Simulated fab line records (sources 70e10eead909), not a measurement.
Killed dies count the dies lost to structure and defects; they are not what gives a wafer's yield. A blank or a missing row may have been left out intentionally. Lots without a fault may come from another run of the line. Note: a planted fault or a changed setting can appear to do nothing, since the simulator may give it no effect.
fab line records + flow nandHarc
record
- lots=7
- wafers=21
- lastDay=33
route steps=1302 shown A_CHANNEL_FILL_D2@633 A_STAIRCASE@639 END@1302
lots untouched by any fault: they come from a run of this same line in which no faults occurred
startH: hours from the record's first day to the start of the lot's first wafer shown + waitH: hours from the lot's prior step to this one + " as in the row above + L1.1+2: a row that stands for several wafers + - either no value or no given start + * or withheld: withheld + < > ~ a bound
route shown NAME@n: a module of which the file shows steps, and the number in the route of the first + usual: the fault-free wafers' mean and standard deviation + same: alike in all rows + chamber/n: place in a boat + sites: the reading at each site + _std_site: the values' standard deviation + _edge_site: outer sites' mean less inner sites' + radiusMm: for every site, how far away it sits from the centre of the wafer + mask NAME#n: copy n + behind: the tool/chamber that last shaped the wafer + hold: cause of the lot's hold/its duration in hours/its outcome + device: transistor that didn't switch, given as n, p or np + end of line: the tests these same wafers got at the end of their route + for a step that has no rows: nothing shown but its recipe + killed: not the wafer's yield, but the dies lost to structure and defects at the first sort + map: a wafer's dies, marking killed ones x, the rest . and places with no die _
set.NAME: the setting as run; set.NAME@STEP: as run at that earlier step + model.NAME: the simulator's own value behind a step, which no gauge read
certain route steps with their lots: each step a table, each wafer a row
services: a tool's chamber out of use, with start hour (startH, from the record's first day; less than 0 if before it), hours out, and reason
## steps
# step NHARC_A_CHANNEL_FILL_D2_CMP_10
# recipe
- targetThkNm=150
# usual
- edgeZonePressureFrac=1.000/0.0049
- motorCurrentA=11.5/1
- retainingRingPressureFrac=0.999/0.0049
- timeToEndpointS=14.2/2.5
| lot.wafer | tool   | chamber | startH | waitH | edgeZonePressureFrac | motorCurrentA | retainingRingPressureFrac | timeToEndpointS |
|-----------|--------|---------|--------|-------|----------------------|---------------|---------------------------|-----------------|
| L556.1    | cmp-03 | 0       | 357.62 | 0.4   | 0.997                | 10.1          | 0.999                     | 16.7            |
| L556.2    | "      | 3       | "      | "     | 0.999                | 10.3          | 1.001                     | 12.3            |
| L556.5    | "      | 0       | "      | "     | 0.992                | 9.9           | 1.003                     | 13.8            |
| L562.1    | cmp-03 | 2       | 417.01 | 0.4   | 0.993                | 11.2          | 0.987                     | 12.6            |
| L562.4    | "      | 0       | "      | "     | 0.997                | 9.9           | 1.009                     | 14.1            |
| L562.6    | "      | 1       | "      | "     | 0.999                | 12.0          | 1.003                     | 11.7            |
| L570.3    | cmp-03 | 3       | 505.41 | 0.4   | 1.007                | 9.5           | 0.996                     | 15.8            |
| L570.1    | "      | 1       | "      | "     | 1.000                | 12.4          | 1.008                     | 15.1            |
| L570.2    | "      | 2       | "      | "     | 1.002                | 11.4          | 0.997                     | 17.1            |
| L571.3    | cmp-03 | 3       | 513.57 | 0.4   | 0.997                | 9.7           | 0.996                     | 12.3            |
| L571.2    | "      | 0       | "      | "     | 1.008                | 10.0          | 0.996                     | 15.0            |
| L571.6    | "      | 2       | "      | "     | 0.997                | 11.1          | 1.003                     | 13.9            |
| L572.3    | cmp-01 | 2       | 524.77 | 0.4   | 1.011                | 11.4          | 1.000                     | 13.3            |
| L572.2    | "      | 0       | "      | "     | 1.001                | 10.2          | 0.994                     | 14.0            |
| L572.6    | "      | 3       | "      | "     | 1.004                | 12.0          | 1.002                     | 13.7            |
| L573.4    | cmp-04 | 0       | 524.82 | 0.4   | 0.995                | 13.4          | 1.007                     | 12.3            |
| L573.3    | "      | 1       | "      | "     | 0.998                | 10.4          | 1.001                     | 11.4            |
| L573.5    | "      | 3       | "      | "     | 0.997                | 11.7          | 1.007                     | 11.6            |
| L578.1    | cmp-04 | 1       | 578.78 | 0.4   | 1.006                | 10.9          | 0.999                     | 13.4            |
| L578.2    | "      | 0       | "      | "     | 1.009                | 13.1          | 0.993                     | 13.7            |
| L578.5    | "      | 2       | "      | "     | 0.996                | 12.2          | 1.000                     | 15.9            |
# step NHARC_A_CHANNEL_FILL_D2_SRD_12
# step NHARC_A_CHANNEL_FILL_D2_RTA_24
# recipe
- tempC=1000
- timeS=5
# usual
- lampPowerPct=25.7/2
- lamp_zone_2_pct=25.7/2
- wafer_temp_C_max=1003.7/1.8
| lot.wafer | tool         | chamber | startH | waitH | lampPowerPct | lamp_zone_2_pct | wafer_temp_C_max |
|-----------|--------------|---------|--------|-------|--------------|-----------------|------------------|
| L556.1    | rtpAnneal-02 | 0       | 358.03 | 0.0   | 24.0         | 24.0            | 1002.4           |
| L556.2    | "            | 0       | "      | "     | 24.0         | 24.0            | 1003.3           |
| L556.5    | "            | 0       | "      | "     | 24.0         | 24.0            | 1002.7           |
| L562.1    | rtpAnneal-01 | 0       | 417.41 | 0.0   | 28.1         | 28.0            | 1005.2           |
| L562.4    | "            | 0       | "      | "     | 28.0         | 28.0            | 1006.4           |
| L562.6    | "            | 0       | "      | "     | 28.0         | 28.0            | 1004.3           |
| L570.1    | rtpAnneal-02 | 0       | 505.83 | 0.0   | 24.0         | 24.0            | 1002.1           |
| L570.2    | "            | 0       | "      | "     | 24.0         | 24.0            | 1002.2           |
| L570.3    | "            | 0       | "      | "     | 24.0         | 23.9            | 1002.1           |
| L571.2    | rtpAnneal-01 | 0       | 513.99 | 0.1   | 28.0         | 28.0            | 1005.9           |
| L571.3    | "            | 0       | "      | "     | 28.0         | 28.0            | 1004.5           |
| L571.6    | "            | 0       | "      | "     | 28.0         | 28.1            | 1004.4           |
| L573.3    | rtpAnneal-01 | 0       | 525.27 | 0.1   | 28.1         | 28.0            | 1005.7           |
| L573.4    | "            | 0       | "      | "     | 28.1         | 28.1            | 1006.6           |
| L573.5    | "            | 0       | "      | "     | 28.0         | 28.1            | 1005.1           |
| L572.2    | rtpAnneal-02 | 0       | 525.38 | 0.2   | 24.0         | 24.0            | 1002.6           |
| L572.3    | "            | 0       | "      | "     | 23.9         | 24.0            | 1002.0           |
| L572.6    | "            | 0       | "      | "     | 24.0         | 24.0            | 1002.8           |
| L578.1    | rtpAnneal-02 | 0       | 579.20 | 0.0   | 23.9         | 23.9            | 1001.7           |
| L578.2    | "            | 0       | "      | "     | 24.0         | 24.0            | 1002.3           |
| L578.5    | "            | 0       | "      | "     | 23.9         | 23.9            | 1002.9           |
# step NHARC_A_CHANNEL_FILL_D2_INSPECT_13
# usual
- rawDefectCount=358/100
| lot.wafer | tool             | chamber | startH | waitH | rawDefectCount |
|-----------|------------------|---------|--------|-------|----------------|
| L556.1    | defectInspect-01 | -       | 358.23 | 0.2   | 286            |
| L556.2    | "                | -       | "      | "     | 433            |
| L556.5    | "                | -       | "      | "     | 327            |
| L562.1    | defectInspect-01 | -       | 417.61 | 0.2   | 254            |
| L562.4    | "                | -       | "      | "     | 304            |
| L562.6    | "                | -       | "      | "     | 217            |
| L570.1    | defectInspect-02 | -       | 506.02 | 0.2   | 493            |
| L570.2    | "                | -       | "      | "     | 405            |
| L570.3    | "                | -       | "      | "     | 423            |
| L571.2    | defectInspect-02 | -       | 514.17 | 0.1   | 231            |
| L571.3    | "                | -       | "      | "     | 370            |
| L571.6    | "                | -       | "      | "     | 427            |
| L573.3    | defectInspect-01 | -       | 525.41 | 0.1   | 305            |
| L573.4    | "                | -       | "      | "     | 265            |
| L573.5    | "                | -       | "      | "     | 187            |
| L572.2    | defectInspect-01 | -       | 525.55 | 0.1   | 223            |
| L572.3    | "                | -       | "      | "     | 230            |
| L572.6    | "                | -       | "      | "     | 197            |
| L578.1    | defectInspect-02 | -       | 579.39 | 0.2   | 345            |
| L578.2    | "                | -       | "      | "     | 325            |
| L578.5    | "                | -       | "      | "     | 442            |
# step NHARC_A_STAIRCASE_DEP_156
# recipe
- targetThkA=500
- tempC=400
- targetThkNm=50
- flowSccm=200
- rfW=450
- material=SiNx
# usual
- heaterPowerW=648/61
| lot.wafer | tool     | chamber | startH | waitH | heaterPowerW |
|-----------|----------|---------|--------|-------|--------------|
| L556.1    | pecvd-02 | 2       | 358.33 | 0.1   | 695          |
| L556.2    | "        | 0       | "      | "     | 615          |
| L556.5    | "        | 1       | "      | "     | 617          |
| L562.1    | pecvd-04 | 1       | 417.73 | 0.1   | 768          |
| L562.4    | "        | 2       | "      | "     | 598          |
| L562.6    | "        | 0       | "      | "     | 605          |
| L570.3    | pecvd-01 | 0       | 506.09 | 0.1   | 651          |
| L570.2    | "        | 1       | "      | "     | 519          |
| L570.1    | "        | 2       | "      | "     | 623          |
| L571.3    | pecvd-01 | 1       | 514.23 | 0.1   | 547          |
| L571.2    | "        | 2       | "      | "     | 645          |
| L571.6    | "        | 0       | "      | "     | 706          |
| L573.3    | pecvd-01 | 1       | 525.51 | 0.1   | 608          |
| L573.5    | "        | 0       | "      | "     | 688          |
| L573.4    | "        | 1       | "      | "     | 625          |
| L572.2    | pecvd-02 | 1       | 525.62 | 0.1   | 692          |
| L572.3    | "        | 2       | "      | "     | 759          |
| L572.6    | "        | 1       | "      | "     | 679          |
| L578.2    | pecvd-04 | 0       | 579.46 | 0.1   | 636          |
| L578.1    | "        | 1       | "      | "     | 723          |
| L578.5    | "        | 1       | "      | "     | 715          |
# step NHARC_A_STAIRCASE_DEHYDRATE_158
# recipe
- tempC=150
- timeS=120
# step NHARC_A_STAIRCASE_HMDS_159
# recipe
- timeS=30
# step NHARC_A_STAIRCASE_COAT_160
# recipe
- spinRpm=1200
# step NHARC_A_STAIRCASE_SOFTBAKE_161
# recipe
- tempC=135
- timeS=170
# step NHARC_A_STAIRCASE_EBR_162
# step NHARC_A_STAIRCASE_EXPOSE_163
# recipe
- na=0.5
- doseMj=20.01
- maskId=STAIR_OPEN
# usual
- exposureDoseMJCm2=20.013/0.019
| lot.wafer | tool          | chamber | startH | waitH | mask         | exposureDoseMJCm2 |
|-----------|---------------|---------|--------|-------|--------------|-------------------|
| L556.1    | krfScanner-03 | 0       | 358.90 | -     | STAIR_OPEN#0 | 20.032            |
| L556.2    | "             | 0       | "      | "     | STAIR_OPEN#0 | 20.009            |
| L556.5    | "             | 0       | "      | "     | STAIR_OPEN#0 | 20.021            |
| L562.1    | krfScanner-01 | 0       | 418.28 | -     | STAIR_OPEN#0 | 20.016            |
| L562.4    | "             | 0       | "      | "     | STAIR_OPEN#0 | 20.028            |
| L562.6    | "             | 0       | "      | "     | STAIR_OPEN#0 | 20.010            |
| L570.1    | krfScanner-03 | 0       | 506.70 | -     | STAIR_OPEN#0 | 21.780            |
| L570.2    | "             | 0       | "      | "     | STAIR_OPEN#0 | 21.820            |
| L570.3    | "             | 0       | "      | "     | STAIR_OPEN#0 | 21.811            |
| L571.2    | krfScanner-03 | 0       | 514.72 | -     | STAIR_OPEN#0 | 21.787            |
| L571.3    | "             | 0       | "      | "     | STAIR_OPEN#0 | 21.804            |
| L571.6    | "             | 0       | "      | "     | STAIR_OPEN#0 | 21.790            |
| L573.3    | krfScanner-02 | 0       | 526.22 | -     | STAIR_OPEN#0 | 19.972            |
| L573.4    | "             | 0       | "      | "     | STAIR_OPEN#0 | 19.992            |
| L573.5    | "             | 0       | "      | "     | STAIR_OPEN#0 | 19.978            |
| L572.2    | krfScanner-03 | 0       | 526.38 | -     | STAIR_OPEN#0 | 21.798            |
| L572.3    | "             | 0       | "      | "     | STAIR_OPEN#0 | 21.834            |
| L572.6    | "             | 0       | "      | "     | STAIR_OPEN#0 | 21.805            |
| L578.1    | krfScanner-02 | 0       | 580.16 | -     | STAIR_OPEN#0 | 20.005            |
| L578.2    | "             | 0       | "      | "     | STAIR_OPEN#0 | 20.013            |
| L578.5    | "             | 0       | "      | "     | STAIR_OPEN#0 | 20.030            |
# step NHARC_A_STAIRCASE_PEB_164
# recipe
- pebTempC=115
- pebTimeS=130
# step NHARC_END_SORT_01
# recipe
- tempC=25
# usual
- killedAtArray=51/18
- killedAtOther=1.0/1.2
- killedAtPeriphery=3.7/2.9
- killedDies=55/19
- killedOpen=3.5/1.9
- killedShort=2.6/1.6
# same
- grossDies=677
| lot.wafer | tool      | chamber | startH | waitH | killedAtArray | killedAtOther | killedAtPeriphery | killedDies | killedOpen | killedShort |
|-----------|-----------|---------|--------|-------|---------------|---------------|-------------------|------------|------------|-------------|
| L556.1    | prober-01 | 0       | 569.67 | 2.5   | 56            | 4             | 4                 | 64         | 2          | 1           |
| L556.2    | prober-01 | 0       | 570.47 | 2.8   | 53            | 2             | 4                 | 59         | 3          | 0           |
| L556.5    | prober-01 | 0       | 572.87 | 3.7   | 60            | 2             | 2                 | 64         | 0          | 2           |
| L562.1    | prober-02 | 0       | 636.71 | 2.5   | 63            | 0             | 7                 | 70         | 1          | 4           |
| L562.4    | prober-02 | 0       | 639.11 | 3.4   | 70            | 0             | 0                 | 70         | 2          | 1           |
| L562.6    | prober-02 | 0       | 640.72 | 4.0   | 71            | 0             | 2                 | 73         | 6          | 1           |
| L570.1    | prober-02 | 0       | 719.72 | 2.5   | 59            | 0             | 4                 | 63         | 1          | 2           |
| L570.2    | prober-02 | 0       | 720.51 | 2.8   | 70            | 0             | 9                 | 79         | 3          | 0           |
| L570.3    | prober-02 | 0       | 721.29 | 3.1   | 55            | 0             | 9                 | 64         | 1          | 1           |
| L571.2    | prober-01 | 0       | 731.41 | 2.8   | 65            | 0             | 5                 | 70         | 4          | 2           |
| L571.3    | prober-01 | 0       | 732.21 | 3.1   | 40            | 0             | 8                 | 48         | 5          | 1           |
| L571.6    | prober-01 | 0       | 734.60 | 4.0   | 49            | 2             | 7                 | 58         | 5          | 3           |
| L572.2    | prober-01 | 0       | 740.63 | 2.8   | 40            | 2             | 4                 | 46         | 4          | 2           |
| L572.3    | prober-01 | 0       | 741.41 | 3.1   | 47            | 1             | 0                 | 48         | 1          | 1           |
| L572.6    | prober-01 | 0       | 743.78 | 3.9   | 35            | 0             | 3                 | 38         | 3          | 0           |
# killed by level:class
L556.1 A_CHANNEL_HOLE_D2:chamberFilmFlake=29 A_CHANNEL_HOLE_D1:chamberFilmFlake=21 THIN_TSV:chamberFilmFlake=4 P_M1:chamberFilmFlake=3 A_CONTACT:chamberFilmFlake=2 A_CHANNEL_HOLE_D2:geometricParticle:short=1 A_CHANNEL_FILL_D2:geometricParticle:open=1 A_STAIRCASE:geometricParticle:open=1
L556.2 A_CHANNEL_HOLE_D1:chamberFilmFlake=24 A_CHANNEL_HOLE_D2:chamberFilmFlake=23 A_CHANNEL_FILL_D2:geometricParticle:open=2 P_M1:chamberFilmFlake=2 A_DECK1_JOINT:chamberFilmFlake=2 A_WL_FILL:geometricParticle:open=1 P_STI:chamberFilmFlake=1 P_GATE:chamberFilmFlake=1
L556.5 A_CHANNEL_HOLE_D1:chamberFilmFlake=27 A_CHANNEL_HOLE_D2:chamberFilmFlake=27 A_WL_FILL:chamberFilmFlake=2 A_CONTACT:chamberFilmFlake=2 THIN_TSV:chamberFilmFlake=2 P_M0:geometricParticle:short=1 A_ONON_D1:geometricParticle:short=1 P_M1:chamberFilmFlake=1
L562.1 A_CHANNEL_HOLE_D1:chamberFilmFlake=34 A_SLIT:chamberFilmFlake=10 A_CHANNEL_HOLE_D2:chamberFilmFlake=9 P_ZERO_WELL:chamberFilmFlake=3 A_M0:chamberFilmFlake=3 P_CONTACT:geometricParticle:short=2 A_STAIRCASE:chamberFilmFlake=2 P_M1:geometricParticle:open=1
L562.4 A_CHANNEL_HOLE_D1:chamberFilmFlake=27 A_SLIT:chamberFilmFlake=27 A_CHANNEL_HOLE_D2:chamberFilmFlake=4 A_DECK1_JOINT:chamberFilmFlake=3 A_STAIRCASE:chamberFilmFlake=2 A_CONTACT:chamberFilmFlake=2 A_ONON_D2:geometricParticle:open=1 A_CHANNEL_HOLE_D2:geometricParticle:open=1
L562.6 A_CHANNEL_HOLE_D1:chamberFilmFlake=32 A_CHANNEL_HOLE_D2:chamberFilmFlake=16 A_SLIT:chamberFilmFlake=10 A_DECK1_JOINT:chamberFilmFlake=3 A_CHANNEL_FILL_D2:geometricParticle:open=2 A_ONON_D1:geometricParticle:open=1 A_CHANNEL_FILL_D1:geometricParticle:open=1 A_SGD_CUT:geometricParticle:open=1
L570.1 A_CHANNEL_HOLE_D1:chamberFilmFlake=35 A_CONTACT:chamberFilmFlake=8 A_CHANNEL_HOLE_D2:chamberFilmFlake=8 A_SLIT:chamberFilmFlake=4 A_STAIRCASE:chamberFilmFlake=2 P_M0:geometricParticle:short=1 A_DECK1_JOINT:geometricParticle:short=1 A_M1:geometricParticle:open=1
L570.2 A_CHANNEL_HOLE_D1:chamberFilmFlake=34 A_CHANNEL_HOLE_D2:chamberFilmFlake=22 P_ZERO_WELL:chamberFilmFlake=4 A_SLIT:chamberFilmFlake=4 A_CONTACT:chamberFilmFlake=4 A_WL_FILL:chamberFilmFlake=3 P_CONTACT:chamberFilmFlake=2 A_DECK1_JOINT:chamberFilmFlake=2
L570.3 A_CHANNEL_HOLE_D1:chamberFilmFlake=35 P_CONTACT:chamberFilmFlake=6 A_CHANNEL_HOLE_D2:chamberFilmFlake=6 A_DECK1_JOINT:chamberFilmFlake=3 A_SLIT:chamberFilmFlake=3 P_BONDPAD:chamberFilmFlake=2 A_CHANNEL_FILL_D2:chamberFilmFlake=2 A_STAIRCASE:chamberFilmFlake=2
L571.2 A_SLIT:chamberFilmFlake=34 A_CHANNEL_HOLE_D2:chamberFilmFlake=17 A_CHANNEL_HOLE_D1:chamberFilmFlake=4 A_WL_FILL:chamberFilmFlake=3 P_M0:geometricParticle:open=2 P_STI:chamberFilmFlake=2 A_WL_FILL:geometricParticle:short=2 A_DECK1_JOINT:chamberFilmFlake=2
L571.3 A_CHANNEL_HOLE_D2:chamberFilmFlake=13 A_CHANNEL_HOLE_D1:chamberFilmFlake=10 A_SLIT:chamberFilmFlake=6 P_GATE:chamberFilmFlake=4 P_STI:chamberFilmFlake=2 A_DECK1_JOINT:chamberFilmFlake=2 A_WL_FILL:chamberFilmFlake=2 P_M0:geometricParticle:open=1
L571.6 A_CHANNEL_HOLE_D2:chamberFilmFlake=21 A_SLIT:chamberFilmFlake=10 A_CHANNEL_HOLE_D1:chamberFilmFlake=8 A_ONON_D2:geometricParticle:open=2 P_STI:chamberFilmFlake=2 P_GATE:chamberFilmFlake=2 A_DECK1_JOINT:chamberFilmFlake=2 THIN_TSV:chamberFilmFlake=2
L572.2 A_SLIT:chamberFilmFlake=12 A_CHANNEL_HOLE_D1:chamberFilmFlake=10 A_CONTACT:chamberFilmFlake=9 A_CHANNEL_HOLE_D2:chamberFilmFlake=4 P_CONTACT:geometricParticle:short=1 A_CHANNEL_FILL_D1:geometricParticle:open=1 A_DECK1_JOINT:geometricParticle:short=1 A_CHANNEL_FILL_D2:geometricParticle:open=1
L572.3 A_CHANNEL_HOLE_D2:chamberFilmFlake=17 A_SLIT:chamberFilmFlake=11 A_CHANNEL_HOLE_D1:chamberFilmFlake=9 A_CONTACT:chamberFilmFlake=5 A_STAIRCASE:chamberFilmFlake=2 A_DECK1_JOINT:geometricParticle:short=1 A_M0:geometricParticle:open=1 A_DECK1_JOINT:chamberFilmFlake=1
L572.6 A_CHANNEL_HOLE_D1:chamberFilmFlake=14 A_SLIT:chamberFilmFlake=8 A_CHANNEL_HOLE_D2:chamberFilmFlake=6 A_CONTACT:chamberFilmFlake=3 A_WL_FILL:geometricParticle:open=2 P_GATE:chamberFilmFlake=2 A_M0:geometricParticle:open=1 P_ZERO_WELL:chamberFilmFlake=1
## services
| tool          | chamber | startH | hours | kind   |
|---------------|---------|--------|-------|--------|
| cmp-03        | -       | 335.52 | 2.1   | repair |
| cmp-03        | -       | 358.00 | 4.0   | pm     |
| rtpAnneal-01  | -       | 372.00 | 12.0  | pm     |
| pecvd-04      | 1       | 380.23 | 3.6   | repair |
| pecvd-02      | 2       | 388.39 | 26.4  | repair |
| pecvd-02      | 1       | 390.43 | 26.2  | repair |
| krfScanner-03 | -       | 401.18 | 4.0   | pm     |
| cmp-04        | -       | 405.00 | 4.0   | pm     |
| krfScanner-02 | -       | 406.92 | 6.2   | repair |
| pecvd-02      | -       | 408.56 | 13.0  | pm     |
| krfScanner-02 | -       | 438.00 | 4.0   | pm     |
| pecvd-04      | -       | 450.65 | 13.0  | pm     |
| pecvd-01      | -       | 451.35 | 1.0   | repair |
| cmp-03        | -       | 456.00 | 4.0   | pm     |
| krfScanner-03 | -       | 461.34 | 1.7   | repair |
| krfScanner-02 | -       | 465.26 | 35.0  | repair |
| cmp-03        | -       | 465.35 | 1.5   | repair |
| pecvd-01      | 0       | 474.91 | 17.9  | repair |
| cmp-04        | -       | 490.86 | 2.0   | repair |
| pecvd-01      | -       | 492.09 | 13.0  | pm     |
| pecvd-04      | 1       | 492.80 | 18.8  | repair |
| cmp-03        | -       | 554.00 | 4.0   | pm     |
| cmp-03        | -       | 562.29 | 0.9   | repair |
| krfScanner-03 | -       | 573.18 | 4.0   | pm     |
## key
firstSign
- step=NHARC_A_STAIRCASE_EXPOSE_163
- reading=exposureDoseMJCm2
- direction=up
- sigmas=96
- usual=20.013
- struck=21.803
effect none on later readings
metAt NHARC_A_STAIRCASE_EXPOSE_163
struckWafers L570.1,L570.2,L570.3,L571.2,L571.3,L571.6,L572.2,L572.3,L572.6
testerLeftOut L570,L571,L572
onsetBetween 358.90 506.70
fault
- kind=processParameterDrift
- tool=krfScanner-03
- chamber=-
- onsetH=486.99
- steps=NHARC_A_STAIRCASE_EXPOSE_163
- channel=doseMj
- offset=1.785
- shape=step
- actsIn=theseRecipesOnly
- stated=20.01
# testerLeftOut: of these lots the tester's yield and bins aren't shown, on N5 and GAA mostly nor the transistor test; their killed dies are dies lost to structure and defects alone, not to doping, threshold or leakage, so they don't give the yield
